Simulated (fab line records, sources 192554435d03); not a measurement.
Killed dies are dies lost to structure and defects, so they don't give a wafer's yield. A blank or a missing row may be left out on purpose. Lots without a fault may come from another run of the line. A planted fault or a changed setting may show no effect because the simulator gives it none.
fab line records | flow n5_finfet
record lots=7 wafers=21
route steps=1938 shown MOL_CONTACT_COAG@523 BEOL_M0_SAQP@686 BEOL_M1@789 BEOL_M2@881 BEOL_M3@960
start_h: hours from the record's first day to the start of the lot's first wafer shown | wait_h: hours since the lot's step before | " the same as in the row above | L1.1+2: a row that stands for several wafers | - no value, or no start given | * or withheld: withheld | < > ~ a bound
route shown NAME@n: a module of which the file shows steps, and the number in the route of the first | usual: mean/standard deviation of fault-free wafers | same: alike in all rows | chamber/n: place in a boat | sites: the reading at each site | _std_site: their standard deviation | _edge_site: outer sites' mean less inner sites' | radius_mm: how far each site lies from the wafer's centre | mask NAME#n: copy n | behind: the tool/chamber that last shaped the wafer | hold: why the lot was held/for how many hours/how that ended | device: the transistor (n, p or np) that didn't switch | end of line: the same wafers' tests at the end of the route | a step without rows: its recipe alone | killed: dies lost to structure and defects at the first sort, not the wafer's yield | map: a wafer's dies, x killed, . not, _ none there
set.NAME: the setting as run; set.NAME@STEP: as run at that earlier step | model.NAME: the simulator's own value behind a step, which no gauge read
lots whose settings were changed on purpose; a table a step, a row a wafer
## steps
# step N5_MOL_CONTACT_COAG_EXPOSE_05
# recipe mask_id=CA na=0.33 source_shape=annular sigma_inner=0.4 sigma_outer=0.8 polarization=unpolarized defocus_nm=0 dose_mj=38.25
# columns lot.wafer tool chamber start_h wait_h mask set.dose_mj
L074.3+4 euv_scanner-02 0 90.38 - CA#0 37.28
L074.6 " 0 " " CA#0 38.25
L076.2+3 euv_scanner-02 0 104.00 - CA#0 37.29
L076.6 " 0 " " CA#0 38.25
L077.2+3+4 euv_scanner-01 0 106.77 - CA#0 38.25
L078.1+2+5 euv_scanner-02 0 113.89 - CA#0 38.25
L079.1 euv_scanner-02 0 122.72 - CA#0 37.01
L079.3+5 " 0 " " CA#0 38.25
L096.1+6 euv_scanner-02 0 227.32 - CA#0 38.25
L096.3 " 0 " " CA#0 36.3
L097.1+2+6 euv_scanner-01 0 229.60 - CA#0 38.25
# step N5_MOL_CONTACT_COAG_PEB_06
# recipe peb_temp_c=100 peb_time_s=60 resist=CAR-EUV
# step N5_MOL_CONTACT_COAG_DEVELOP_07
# recipe develop_time_s=30 developer=TMAH resist=CAR-EUV rinse_liquid=surfactant_rinse dry=air_spin dev_temp_c=23
# step N5_MOL_CONTACT_COAG_DESCUM_13
# recipe chemistry=O2 time_s=7 source_power_w=50 bias_power_w=20 pressure_mtorr=20 rf_frequency_hz=2.712e+07 temp_c=40 resist=CAR-EUV o2_flow_sccm=225
# step N5_MOL_CONTACT_COAG_ETCH_59
# recipe chemistry=N2/H2 target=underlayer target_depth_a=130 mask_material=CAR-EUV time_s=10.4 ion_energy_ev=200 pressure_mtorr=30 source_w=840 bias_w=150 n2_flow_sccm=200 h2_flow_sccm=200 ends=cleared
# columns lot.wafer tool chamber start_h wait_h set.dose_mj@MOL_CONTACT_COAG_EXPOSE_05 model.MOL_CONTACT_COAG.cd_offset_nm
L074.3+4 rie_diel-04 0,2 90.78 0.0 37.28 -0.6
L074.6 " 2 " " 38.25 0
L076.2 rie_diel-01 2 104.46 0.0 37.29 -0.4
L076.3 " 3 " " 37.29 -0.6
L076.6 " 2 " " 38.25 0.2
L077.2+4 rie_diel-04 1,2 107.05 0.0 38.25 0.2
L077.3 " 2 " " 38.25 0
L078.1+2 rie_diel-04 0,3 114.18 0.0 38.25 0
L078.5 " 3 " " 38.25 -0.2
L079.1 rie_diel-04 1 123.11 0.0 37.01 -0.8
L079.3+5 " 0 " " 38.25 0.2
L096.1 rie_diel-04 2 227.61 0.0 38.25 0.2
L096.3 " 0 " " 36.3 -1.2
L096.6 " 1 " " 38.25 0
L097.1 rie_diel-04 2 229.88 0.0 38.25 0
L097.2+6 " 1,2 " " 38.25 -0.2
# step N5_MOL_CONTACT_COAG_ETCH_105
# recipe chemistry=CF4 target=SiARC target_depth_a=156 mask_material=CAR-EUV time_s=26 ion_energy_ev=80 pressure_mtorr=40 source_w=545 bias_w=36 Ar_flow_sccm=100 cf4_flow_sccm=100 ends=cleared
# columns lot.wafer tool chamber start_h wait_h set.dose_mj@MOL_CONTACT_COAG_EXPOSE_05 model.MOL_CONTACT_COAG.cd_offset_nm
L074.3 rie_diel-04 0 90.80 0.0 37.28 -0.4
L074.4 " 2 " " 37.28 -0.6
L074.6 " 2 " " 38.25 -0.2
L076.2+3 rie_diel-01 2,3 104.48 0.0 37.29 -0.6
L076.6 " 2 " " 38.25 0.2
L077.2+3+4 rie_diel-04 1,2,2 107.07 0.0 38.25 0.2
L078.1 rie_diel-04 0 114.20 0.0 38.25 0.2
L078.2 " 3 " " 38.25 0
L078.5 " 3 " " 38.25 -0.2
L079.1 rie_diel-04 1 123.13 0.0 37.01 -0.6
L079.3+5 " 0 " " 38.25 0.4
L096.1 rie_diel-04 2 227.63 0.0 38.25 0.2
L096.3 " 0 " " 36.3 -1
L096.6 " 1 " " 38.25 0
L097.1 rie_diel-04 2 229.90 0.0 38.25 0.2
L097.2 " 1 " " 38.25 -0.2
L097.6 " 2 " " 38.25 0
# step N5_MOL_CONTACT_COAG_ETCH_106
# recipe chemistry=N2/H2 target=SOC target_depth_a=800 overetch_a=160 mask_material=SiARC temp_c=40 time_s=120 ion_energy_ev=200 pressure_mtorr=30 source_w=840 bias_w=150 n2_flow_sccm=200 h2_flow_sccm=200
# columns lot.wafer tool chamber start_h wait_h set.spin_rpm@MOL_CONTACT_COAG_COAT_103 set.dose_mj@MOL_CONTACT_COAG_EXPOSE_05 model.etch.depth_nm model.MOL_CONTACT_COAG.cd_offset_nm
L074.3 rie_diel-04 0 90.83 0.0 1500 37.28 80.6 -0.4
L074.4 " 2 " " 1413 37.28 83.14 -0.4
L074.6 " 2 " " 1500 38.25 80.74 0.2
L076.2 rie_diel-01 2 104.51 0.0 1500 37.29 80.32 -0.8
L076.3 " 3 " " 1500 37.29 80.15 -0.8
L076.6 " 2 " " 1500 38.25 80.18 0
L077.2 rie_diel-04 1 107.10 0.0 1333 38.25 84.98 -0.2
L077.3 " 2 " " 1500 38.25 79.89 0
L077.4 " 2 " " 1333 38.25 84.8 0.2
L078.1 rie_diel-04 0 114.22 0.0 1500 38.25 80.28 0.2
L078.2 " 3 " " 1411 38.25 82.88 0
L078.5 " 3 " " 1500 38.25 80.12 -0.2
L079.1 rie_diel-04 1 123.16 0.0 1500 37.01 80.38 -0.8
L079.3 " 0 " " 1500 38.25 80.4 0.6
L079.5 " 0 " " 1500 38.25 80.74 0.4
L096.1 rie_diel-04 2 227.66 0.0 1500 38.25 80 0.2
L096.3 " 0 " " 1393 36.3 83.17 -1
L096.6 " 1 " " 1393 38.25 82.93 -0.2
L097.1 rie_diel-04 2 229.93 0.0 1500 38.25 79.95 0.2
L097.2 " 1 " " 1500 38.25 80.14 -0.4
L097.6 " 2 " " 1500 38.25 80.27 0.2
# step N5_MOL_CONTACT_COAG_STRIP_107
# recipe chemistry=N2/H2 temp_c=40 n2_flow_sccm=200 h2_flow_sccm=200 rf_frequency_hz=6e+07
# step N5_MOL_CONTACT_COAG_STRIP_108
# recipe chemistry=N2/H2 temp_c=40 n2_flow_sccm=200 h2_flow_sccm=200 rf_frequency_hz=6e+07
# step N5_MOL_CONTACT_COAG_CONTACT_ETCH_14
# recipe chemistry=C4F6/O2 target=SiO2 target_depth_a=275 overetch_a=85 mask_material=SOC pressure_mtorr=30 source_w=370 bias_w=185 Ar_flow_sccm=300 C4F6_flow_sccm=16 O2_flow_sccm=10 time_s=20 ion_energy_ev=259.6
# columns lot.wafer tool chamber start_h wait_h set.spin_rpm@MOL_CONTACT_COAG_COAT_103 model.SOC_of_MOL_CONTACT_COAG_COAT_103.thk_nm
L074.3+6 rie_diel-04 0,2 90.93 0.0 1500 79.2
L074.4 " 2 " " 1413 81.6
L076.2+6 rie_diel-01 2 104.61 0.0 1500 78.8
L076.3 " 3 " " 1500 78.6
L077.2 rie_diel-04 1 107.20 0.0 1333 83.6
L077.3 " 2 " " 1500 78.4
L077.4 " 2 " " 1333 83.4
L078.1+5 rie_diel-04 0,3 114.32 0.0 1500 78.8
L078.2 " 3 " " 1411 81.4
L079.1+3 rie_diel-04 1,0 123.26 0.0 1500 79
L079.5 " 0 " " 1500 79.2
L096.1 rie_diel-04 2 227.76 0.0 1500 78.6
L096.3 " 0 " " 1393 81.8
L096.6 " 1 " " 1393 81.6
L097.1 rie_diel-04 2 230.03 0.0 1500 78.6
L097.2+6 " 1,2 " " 1500 78.8
# step N5_BEOL_M0_SAQP_EXPOSE_37
# recipe mask_id=M0_CUT1 na=0.33 source_shape=annular sigma_inner=0.35 sigma_outer=0.8 polarization=unpolarized target_cd_nm=30 dose_mj=44.75
# columns lot.wafer tool chamber start_h wait_h mask set.dose_mj
L074.3+6 euv_scanner-02 0 115.47 - M0_CUT1#0 44.75
L074.4 " 0 " " M0_CUT1#0 43.85
L077.2+3 euv_scanner-01 0 130.86 - M0_CUT1#0 41.5
L077.4 " 0 " " M0_CUT1#0 44.75
L076.2+3+6 euv_scanner-02 0 131.13 - M0_CUT1#0 44.75
L078.1+2+5 euv_scanner-01 0 137.40 - M0_CUT1#0 44.75
L079.1+3+5 euv_scanner-01 0 145.89 - M0_CUT1#0 44.75
L096.1+3 euv_scanner-02 0 250.26 - M0_CUT1#0 41.76
L096.6 " 0 " " M0_CUT1#0 44.75
L097.1+2+6 euv_scanner-02 0 252.88 - M0_CUT1#0 44.75
# step N5_BEOL_M0_SAQP_PEB_38
# recipe peb_temp_c=100 peb_time_s=60 resist=CAR-EUV
# step N5_BEOL_M0_SAQP_DEVELOP_39
# recipe develop_time_s=30 developer=TMAH resist=CAR-EUV rinse_liquid=surfactant_rinse dry=air_spin dev_temp_c=23
# step N5_BEOL_M0_SAQP_CD_MEAS_40
# recipe target_cd_nm=30 landing_energy_ev=500 detector=se_inlens
# usual cd_nm=29.86/0.27
# columns lot.wafer tool chamber start_h wait_h set.dose_mj@BEOL_M0_SAQP_EXPOSE_37 cd_nm
L074.3 cd_sem-02 0 115.60 - 44.75 29.81
L074.4 " 0 " " 43.85 29.42
L074.6 " 0 " " 44.75 30.03
L077.2 cd_sem-03 0 130.99 - 41.5 28.19
L077.3 " 0 " " 41.5 28.15
L077.4 " 0 " " 44.75 29.76
L076.2 cd_sem-02 0 131.26 - 44.75 30.58
L076.3 " 0 " " 44.75 30.15
L076.6 " 0 " " 44.75 30.16
L078.1 cd_sem-03 0 137.54 - 44.75 29.95
L078.2 " 0 " " 44.75 29.90
L078.5 " 0 " " 44.75 30.26
L079.1 cd_sem-02 0 146.02 - 44.75 30.34
L079.3 " 0 " " 44.75 29.62
L079.5 " 0 " " 44.75 29.71
L096.1 cd_sem-03 0 250.39 - 41.76 28.98
L096.3 " 0 " " 41.76 28.59
L096.6 " 0 " " 44.75 30.22
L097.1 cd_sem-01 0 253.02 - 44.75 29.70
L097.2 " 0 " " 44.75 30.03
L097.6 " 0 " " 44.75 29.70
# step N5_BEOL_M0_SAQP_DESCUM_45
# recipe chemistry=O2 time_s=7 source_power_w=50 bias_power_w=20 pressure_mtorr=20 rf_frequency_hz=2.712e+07 temp_c=40 resist=CAR-EUV o2_flow_sccm=225
# columns lot.wafer tool chamber start_h wait_h set.time_s set.dose_mj@BEOL_M0_SAQP_EXPOSE_37 model.BEOL_M0_SAQP.cd_nm model.CAR-EUV_of_BEOL_M0_SAQP_COAT_34.thk_nm
L074.3 rie_diel-06 0 115.84 0.2 7 44.75 30 26
L074.4 " 3 " " 7 43.85 29.4 26.2
L074.6 " 0 " " 5.6 44.75 29.8 26.8
L077.2 rie_diel-05 0 131.11 0.0 7 41.5 28.4 26.2
L077.3 " 1 " " 6.306 41.5 28 26.4
L077.4 " 2 " " 7 44.75 29.8 26
L076.2+3 rie_diel-06 1,3 131.38 0.0 7 44.75 30 26
L076.6 " 0 " " 7 44.75 29.8 26
L078.1 rie_diel-06 2 137.66 0.0 7 44.75 29.8 26.2
L078.2 " 0 " " 7.437 44.75 29.8 25.8
L078.5 " 0 " " 7.437 44.75 30 26
L079.1 rie_diel-05 3 146.14 0.0 7 44.75 30.2 26
L079.3+5 " 0 " " 7 44.75 30 26
L096.1 rie_diel-06 0 250.51 0.0 7.704 41.76 28.6 25.6
L096.3 " 1 " " 7 41.76 28.6 25.8
L096.6 " 0 " " 7 44.75 30 25.8
L097.1+2+6 rie_diel-02 2,3,2 253.14 0.0 7 44.75 29.8 26
# step N5_BEOL_M0_SAQP_ETCH_88
# recipe chemistry=N2/H2 target=underlayer target_depth_a=65 time_s=5.2 ion_energy_ev=200 mask_material=CAR-EUV pressure_mtorr=30 source_w=840 bias_w=150 n2_flow_sccm=200 h2_flow_sccm=200 ends=cleared
# columns lot.wafer tool chamber start_h wait_h set.dose_mj@BEOL_M0_SAQP_EXPOSE_37 model.BEOL_M0_SAQP.cd_nm
L074.3+6 rie_diel-06 0 115.88 0.0 44.75 29.8
L074.4 " 3 " " 43.85 29.4
L077.2+3 rie_diel-05 0,1 131.15 0.0 41.5 28.2
L077.4 " 2 " " 44.75 29.8
L076.2+3 rie_diel-06 1,3 131.42 0.0 44.75 30
L076.6 " 0 " " 44.75 29.8
L078.1+2 rie_diel-06 2,0 137.70 0.0 44.75 29.8
L078.5 " 0 " " 44.75 30
L079.1 rie_diel-05 3 146.18 0.0 44.75 30.2
L079.3+5 " 0 " " 44.75 29.8
L096.1+3 rie_diel-06 0,1 250.55 0.0 41.76 28.4
L096.6 " 0 " " 44.75 29.8
L097.1+2+6 rie_diel-02 2,3,2 253.18 0.0 44.75 29.8
# step N5_BEOL_M0_SAQP_ETCH_73
# recipe chemistry=CF4 target=SiARC target_depth_a=195 mask_material=CAR-EUV time_s=32.5 ion_energy_ev=80 pressure_mtorr=40 source_w=545 bias_w=36 Ar_flow_sccm=100 cf4_flow_sccm=100 ends=cleared
# step N5_BEOL_M0_SAQP_CUT_ETCH_46
# recipe chemistry=N2/H2 target=SOC target_depth_a=1350 overetch_a=270 temp_c=40 time_s=202.5 ion_energy_ev=200 mask_material=SiARC pressure_mtorr=30 source_w=840 bias_w=150 n2_flow_sccm=200 h2_flow_sccm=200
# columns lot.wafer tool chamber start_h wait_h set.dose_mj@BEOL_M0_SAQP_EXPOSE_37 model.BEOL_M0_SAQP.cd_nm
L074.3 rie_diel-06 0 115.93 0.0 44.75 29.8
L074.4 " 3 " " 43.85 29.8
L074.6 " 0 " " 44.75 29.6
L077.2 rie_diel-05 0 131.20 0.0 41.5 28
L077.3 " 1 " " 41.5 27.6
L077.4 " 2 " " 44.75 29.8
L076.2 rie_diel-06 1 131.47 0.0 44.75 30
L076.3 " 3 " " 44.75 30.2
L076.6 " 0 " " 44.75 29.8
L078.1 rie_diel-06 2 137.74 0.0 44.75 29.6
L078.2 " 0 " " 44.75 29.8
L078.5 " 0 " " 44.75 30
L079.1 rie_diel-05 3 146.23 0.0 44.75 30.6
L079.3+5 " 0 " " 44.75 29.6
L096.1 rie_diel-06 0 250.60 0.0 41.76 28.6
L096.3 " 1 " " 41.76 28.4
L096.6 " 0 " " 44.75 30
L097.1 rie_diel-02 2 253.22 0.0 44.75 29.6
L097.2 " 3 " " 44.75 29.8
L097.6 " 2 " " 44.75 29.4
# step N5_BEOL_M1_DESCUM_33
# recipe chemistry=O2 time_s=7 source_power_w=50 bias_power_w=20 pressure_mtorr=20 rf_frequency_hz=2.712e+07 temp_c=40 resist=CAR-EUV o2_flow_sccm=225
# columns lot.wafer tool chamber start_h wait_h set.time_s model.CAR-EUV_of_BEOL_M1_COAT_22.thk_nm
L074.3 rie_diel-05 3 127.17 0.3 7 26
L074.4+6 " 1 " " 7 26.2
L077.2+3+4 rie_diel-06 3,0,2 140.83 0.0 7 26
L076.2+3+6 rie_diel-06 0,2,0 144.53 0.0 7 26
L078.1+2 rie_diel-06 0,1 148.47 0.0 7.841 25.6
L078.5 " 0 " " 7 26.2
L079.1+3+5 rie_diel-06 0,1,0 160.05 0.0 7 26
L096.1 rie_diel-05 3 266.71 0.0 7.759 25.6
L096.3 " 2 " " 7 26
L096.6 " 0 " " 7.759 25.8
L097.1+2+6 rie_diel-05 3,0,3 267.00 0.0 7 26.2
# step N5_BEOL_M1_ALD_98
# recipe material=SiO2 target_thk_a=25 temp_c=100 ald_precursor_family=BDEAS ald_co_reactant=O2-plasma pulse_time_s=1 co_reactant_pulse_time_s=1 purge_time_s=2 co_reactant_purge_time_s=2 ald_cycles=17 pressure_torr=2
# columns lot.wafer tool chamber start_h wait_h set.ald_cycles model.SiO2_of_BEOL_M1_ALD_98.thk_nm
L074.3 ald_sin-04 0 127.31 0.1 17 2.6
L074.4+6 " 3,2 " " 15 2.2
L077.2+3 ald_sin-04 2,3 141.23 0.3 15 2.2
L077.4 " 0 " " 17 2.6
L076.2 ald_sin-04 3 144.67 0.1 18 2.6
L076.3+6 " 0,1 " " 17 2.6
L078.1 ald_sin-02 3 148.60 0.1 19 2.8
L078.2 " 0 " " 17 2.6
L078.5 " 0 " " 17 2.4
L079.1+3 ald_sin-04 0,3 160.18 0.1 19 2.8
L079.5 " 2 " " 17 2.4
L096.1+3 ald_sin-02 2,1 266.85 0.1 20 3
L096.6 " 3 " " 17 2.4
L097.1+6 ald_sin-02 1,3 267.14 0.1 17 2.6
L097.2 " 0 " " 17 2.4
# step N5_BEOL_M1_TRENCH_ETCH_37
# recipe chemistry=C4F6/O2 target_depth_a=552.07 target=SiOC time_s=29 ion_energy_ev=250 pressure_mtorr=30 source_w=355 bias_w=185 Ar_flow_sccm=300 C4F6_flow_sccm=10 O2_flow_sccm=10
# usual rf_vpp_V=672/10
# columns lot.wafer tool chamber start_h wait_h set.source_w rf_vpp_V
L074.3 rie_diel-02 3 - - 355 667
L074.4 " 1 " " 355 688
L074.6 " 0 " " 355 665
L077.2 rie_diel-06 2 - - 355 676
L077.3 " 0 " " 303.1 716
L077.4 " 1 " " 303.1 716
L076.2 rie_diel-05 2 - - 355 659
L076.3 " 0 " " 324.8 698
L076.6 " 1 " " 324.8 700
L078.1 rie_diel-02 1 - - 355 686
L078.2 " 2 " " 371.2 670
L078.5 " 2 " " 355 685
L079.1 rie_diel-05 3 - - 355 672
L079.3 " 1 " " 415.9 618
L079.5 " 3 " " 415.9 619
L096.1 rie_diel-06 3 - - 355 689
L096.3 " 2 " " 386.3 648
L096.6 " 2 " " 386.3 645
L097.1 rie_diel-05 2 - - 355 658
L097.2 " 0 " " 355 668
L097.6 " 2 " " 355 658
# step N5_BEOL_M2_ETCH_69
# recipe chemistry=CF4 target=SiARC target_depth_a=156 mask_material=CAR-EUV time_s=26 ion_energy_ev=80 pressure_mtorr=40 source_w=545 bias_w=36 Ar_flow_sccm=100 cf4_flow_sccm=100 ends=cleared
# usual etch_rf_on_time_s=26.5/0.39 rf_vpp_V=183.9/1.3
# columns lot.wafer tool chamber start_h wait_h set.bias_w etch_rf_on_time_s rf_vpp_V
L074.3 rie_diel-03 0 140.99 0.0 36 26.7 182.7
L074.4 " 3 " " 41.61 25.2 202.1
L074.6 " 1 " " 41.61 25.1 202.7
L077.2 rie_diel-01 1 150.37 0.0 33.2 26.7 174.1
L077.3 " 3 " " 33.2 26.2 173.7
L077.4 " 2 " " 33.2 27.1 174.4
L076.2 rie_diel-04 2 159.83 0.0 29.63 28.1 161.9
L076.3 " 2 " " 36 26.4 183.4
L076.6 " 3 " " 36 26.5 182.0
L078.1 rie_diel-04 2 163.10 0.0 36 27.0 183.9
L078.2 " 3 " " 36 27.1 182.6
L078.5 " 3 " " 36 26.9 183.3
L079.1 rie_diel-04 0 173.93 0.0 36 26.5 183.6
L079.3 " 3 " " 33.91 27.4 175.2
L079.5 " 3 " " 36 26.5 184.0
L096.1 rie_diel-04 3 274.81 0.0 36 26.7 186.1
L096.3 " 0 " " 36 26.4 183.8
L096.6 " 3 " " 36 26.5 185.6
L097.1 rie_diel-01 0 279.04 0.0 36 26.7 185.0
L097.2 " 2 " " 36 26.3 182.9
L097.6 " 0 " " 36 26.6 184.5
# step N5_BEOL_M3_COAT_22
# recipe resist=CAR-EUV spin_rpm=1500 resist_thk_nm=30
# columns lot.wafer tool chamber start_h wait_h set.spin_rpm model.CAR-EUV_of_BEOL_M3_COAT_22.thk_nm
L074.3+4+6 litho_track-04 0 - - 1500 30
L076.2 litho_track-03 0 - - 1565 29.2
L076.3 " 0 " " 1565 29.4
L076.6 " 0 " " 1500 30
L077.2+4 litho_track-03 0 - - 1500 30
L077.3 " 0 " " 1619 28.8
L078.1+2+5 litho_track-04 0 - - 1355 31.6
L079.1+3 litho_track-05 0 - - 1349 31.6
L079.5 " 0 " " 1500 30
L096.1+6 litho_track-04 0 - - 1500 30.2
L096.3 " 0 " " 1574 29.4
L097.1+2+6 litho_track-03 0 - - 1500 30
# step N5_BEOL_M3_EBR_24
# recipe solvent=PGMEA ebr_width_mm=1.5
# step N5_BEOL_M3_SOFTBAKE_23
# recipe temp_c=110 time_s=60 resist=CAR-EUV
# step N5_BEOL_M3_DESCUM_33
# recipe chemistry=O2 time_s=7 source_power_w=50 bias_power_w=20 pressure_mtorr=20 rf_frequency_hz=2.712e+07 temp_c=40 resist=CAR-EUV o2_flow_sccm=225
# columns lot.wafer tool chamber start_h wait_h set.spin_rpm@BEOL_M3_COAT_22 model.CAR-EUV_of_BEOL_M3_COAT_22.thk_nm
L074.3+4 rie_diel-02 3,0 167.76 0.1 1500 26
L074.6 " 1 " " 1500 26.2
L076.2+3 rie_diel-05 3,0 180.71 0.0 1565 25.4
L076.6 " 3 " " 1500 26
L077.2 rie_diel-06 0 194.72 0.2 1500 26
L077.3 " 2 " " 1619 25
L077.4 " 2 " " 1500 26.2
L078.1+2+5 rie_diel-05 3,2,3 200.07 0.1 1355 27.6
L079.1 rie_diel-06 2 202.33 0.4 1349 27.8
L079.3 " 1 " " 1349 27.6
L079.5 " 3 " " 1500 26.2
L096.1+6 rie_diel-06 1,3 309.85 0.0 1500 26.2
L096.3 " 3 " " 1574 25.4
L097.1 rie_diel-05 1 314.17 0.0 1500 26.2
L097.2+6 " 3,1 " " 1500 26
## key
split step=N5_MOL_CONTACT_COAG_EXPOSE_05 setting=dose_mj stated=38.25 by=wafer
response step=N5_MOL_CONTACT_COAG_ETCH_59 reading=model.MOL_CONTACT_COAG.cd_offset_nm change=+0.267 per=1% r=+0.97
response step=N5_MOL_CONTACT_COAG_ETCH_105 reading=model.MOL_CONTACT_COAG.cd_offset_nm change=+0.236 per=1% r=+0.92
response step=N5_MOL_CONTACT_COAG_ETCH_106 reading=model.MOL_CONTACT_COAG.cd_offset_nm change=+0.261 per=1% r=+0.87
split step=N5_BEOL_M0_SAQP_EXPOSE_37 setting=dose_mj stated=44.75 by=wafer
response step=N5_BEOL_M0_SAQP_CD_MEAS_40 reading=cd_nm change=+0.218 per=1% r=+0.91
response step=N5_BEOL_M0_SAQP_DESCUM_45 reading=model.BEOL_M0_SAQP.cd_nm change=+0.217 per=1% r=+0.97
response step=N5_BEOL_M0_SAQP_ETCH_88 reading=model.BEOL_M0_SAQP.cd_nm change=+0.215 per=1% r=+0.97
response step=N5_BEOL_M0_SAQP_CUT_ETCH_46 reading=model.BEOL_M0_SAQP.cd_nm change=+0.24 per=1% r=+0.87
split step=N5_BEOL_M0_SAQP_DESCUM_45 setting=time_s stated=7 by=wafer
response step=N5_BEOL_M0_SAQP_DESCUM_45 reading=model.CAR-EUV_of_BEOL_M0_SAQP_COAT_34.thk_nm change=-0.0327 per=1% r=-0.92
split step=N5_BEOL_M1_DESCUM_33 setting=time_s stated=7 by=wafer
response step=N5_BEOL_M1_DESCUM_33 reading=model.CAR-EUV_of_BEOL_M1_COAT_22.thk_nm change=-0.0399 per=1% r=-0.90
split step=N5_BEOL_M1_ALD_98 setting=ald_cycles stated=17 by=wafer
response step=N5_BEOL_M1_ALD_98 reading=model.SiO2_of_BEOL_M1_ALD_98.thk_nm change=+0.0314 per=1% r=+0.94
split step=N5_BEOL_M1_TRENCH_ETCH_37 setting=source_w stated=355 by=wafer
response step=N5_BEOL_M1_TRENCH_ETCH_37 reading=rf_vpp_V change=-3.37 per=1% r=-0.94
split step=N5_BEOL_M2_ETCH_69 setting=bias_w stated=36 by=wafer
response step=N5_BEOL_M2_ETCH_69 reading=etch_rf_on_time_s change=* per=1% r=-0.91
response step=N5_BEOL_M2_ETCH_69 reading=rf_vpp_V change=+1.23 per=1% r=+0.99
split step=N5_BEOL_M3_COAT_22 setting=spin_rpm stated=1500 by=wafer
response step=N5_BEOL_M3_COAT_22 reading=model.CAR-EUV_of_BEOL_M3_COAT_22.thk_nm change=-0.157 per=1% r=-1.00
response step=N5_BEOL_M3_DESCUM_33 reading=model.CAR-EUV_of_BEOL_M3_COAT_22.thk_nm change=-0.146 per=1% r=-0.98
split outside_this_file step=N5_MOL_CONTACT_COAG_COAT_103 setting=spin_rpm
# split outside_this_file: this setting was split too, and the file shows its column; the key of that split is in another file
